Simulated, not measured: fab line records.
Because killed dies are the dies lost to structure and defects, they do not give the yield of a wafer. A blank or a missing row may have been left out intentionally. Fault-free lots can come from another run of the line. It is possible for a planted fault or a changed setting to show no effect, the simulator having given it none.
Comparing a struck lot with a sound one ; flow n5 finfet ; 36 steps out of a route of 1938
Sound: these wafers, L776.1, L776.2, L776.6. Wafers L791.1, L791.3, L791.5 were the ones struck. The cause comes at the end.
For every step that has rows: the tool of each side, followed by ch and its chambers, followed by its first start. Under that, the readings that differ: sound wafers ; struck wafers ; difference of the means ; sigmas: that difference in standard deviations of wafers without a fault.
alike: readings with means less than 2 such deviations apart, plus words and numbers identical on both sides. not compared: withheld readings, readings lacking a value on some wafer, bounds such as >300 that could conceal the same value, and numbers that have no deviation in the record and whose values overlap.
The two part at a step that has a row with sigmas, a row that says differs or no value, or rows on one side only. Numbers that don't overlap but have no deviation are shown without sigmas and don't part them. A reading missing from all wafers of one side parts the sides only when that side holds two or more wafers.

first, 12 steps without rows for these wafers: N5_BEOL_M2_ANNEAL_82 (time 240 s); N5_BEOL_M2_SPUTTER_86 (material Cu, target thk 4.5 nm, time 8.29 s); N5_BEOL_M2_ANNEAL_87 (time 240 s); N5_BEOL_M2_SPUTTER_88 (material Cu, target thk 4.5 nm, time 8.29 s); N5_BEOL_M2_ANNEAL_89 (time 240 s); N5_BEOL_M2_SPUTTER_90 (material Cu, target thk 4.5 nm, time 8.29 s); N5_BEOL_M2_ANNEAL_91 (time 240 s); N5_BEOL_M2_SPUTTER_92 (material Cu, target thk 4.5 nm, time 8.29 s); N5_BEOL_M2_ANNEAL_93 (time 240 s); N5_BEOL_M2_SPUTTER_94 (material Cu, target thk 4.5 nm, time 8.29 s); N5_BEOL_M2_ANNEAL_95 (time 240 s); N5_BEOL_M2_SPUTTER_96 (material Cu, target thk 4.5 nm, time 8.29 s).
N5_BEOL_M2_ECD_50: material Cu, target thk 300 nm.
  sound on ecd cu-02 ch 0,1, day 7 23:32; struck on ecd cu-01 ch 1, day 12 10:23
then, 22 steps without rows for these wafers: N5_BEOL_M2_ANNEAL_51 (time 90 s); N5_BEOL_M2_CMP_52 (polishes, stops on SiOC, t overpolish 6.8 s, target thk 40 nm); N5_BEOL_M2_PRE_CLEAN_60 (time 15 s); N5_BEOL_M2_CO_CAP_55 (material Co, precursor CCTBA/H2, target thk 2 nm, time 102.1 s); N5_BEOL_M2_PRE_CLEAN_56 (time 15 s); N5_BEOL_M2_DEP_57 (deposits SiCN from 3MS/NH3, target thk 8 nm, time 14 s); N5_BEOL_M3_ILD_DEP_00 (deposits SiOC from DEMS/O2, target thk 79 nm, time 15.3 s); N5_BEOL_M3_PECVD_72 (deposits SiO2 from TEOS/O2, target thk 16 nm, time 18 s); N5_BEOL_M3_HM_DEP_02 (deposits TiN, target thk 20 nm); N5_BEOL_M3_COAT_61 (time 60 s, resist thk 60 nm); N5_BEOL_M3_COAT_62 (time 60 s, resist thk 12 nm); N5_BEOL_M3_COAT_73 (time 60 s, resist thk 5 nm); N5_BEOL_M3_COAT_05 (resist thk 30 nm); N5_BEOL_M3_EBR_07; N5_BEOL_M3_SOFTBAKE_06 (time 60 s); N5_BEOL_M3_EXPOSE_08 (exposes mask M3); N5_BEOL_M3_PEB_09 (peb time 60 s); N5_BEOL_M3_DEVELOP_10 (develop time 30 s); N5_BEOL_M3_DESCUM_16 (chemistry O2, time 7 s); N5_BEOL_M3_ETCH_74 (etches underlayer in N2/H2, target depth 6.5 nm, time 5.2 s); N5_BEOL_M3_ETCH_63 (etches SiARC in CF4, target depth 15.6 nm, time 26 s); N5_BEOL_M3_ETCH_64 (etches SOC in N2/H2, target depth 75 nm, overetch 15 nm, time 112.5 s).
-- the record jumps here: 7 days lie between the struck wafers' starts before and after (it left off in module BEOL_M3 and takes up again in module PASSIVATION, whose first step shown is number 1936 of the route) --
N5_PASSIVATION_PROBE_49:
  sound on prober-01, day 13 10:03; struck on prober-02, day 19 02:40
reading;sound;struck;difference;sigmas
defect limited yield (%);88.8 90.7 91.4;61.9 63.8 63.8;-27.1;-19
killed_at_M0_to_M3;70 36 41;382 390 378;+334;+33
killed at front end;37 56 45;34 19 21;-21;-2
killed at other;0 0 0;9 4 2;+5;+2
killed dies;132 110 101;449 427 427;+320;+19
killed on rim;13 11 10;58 67 43;+45;+10
killed open;86 66 59;52 34 39;-29;-2
sort_bin_5_function (%);7.1 5.6 5.3;24.5 23.6 22.5;+17.5;+18
sort_bin_6_memory (%);3.8 3.7 2.8;11.1 10.9 11.4;+7.7;+12
sort n pass;1048 1070 1079;731 753 753;-320;-19
sort yield pct (%);88.8 90.7 91.4;61.9 63.8 63.8;-27.1;-19
  alike: killed_at_M4_up, killed at contacts, killed short, sort_bin_4_leakage, sort_bin_8_speed

WHERE THEY PART
At N5_PASSIVATION_PROBE_49 and nowhere else, as far as this record goes.

WHY: whatever the simulator had introduced
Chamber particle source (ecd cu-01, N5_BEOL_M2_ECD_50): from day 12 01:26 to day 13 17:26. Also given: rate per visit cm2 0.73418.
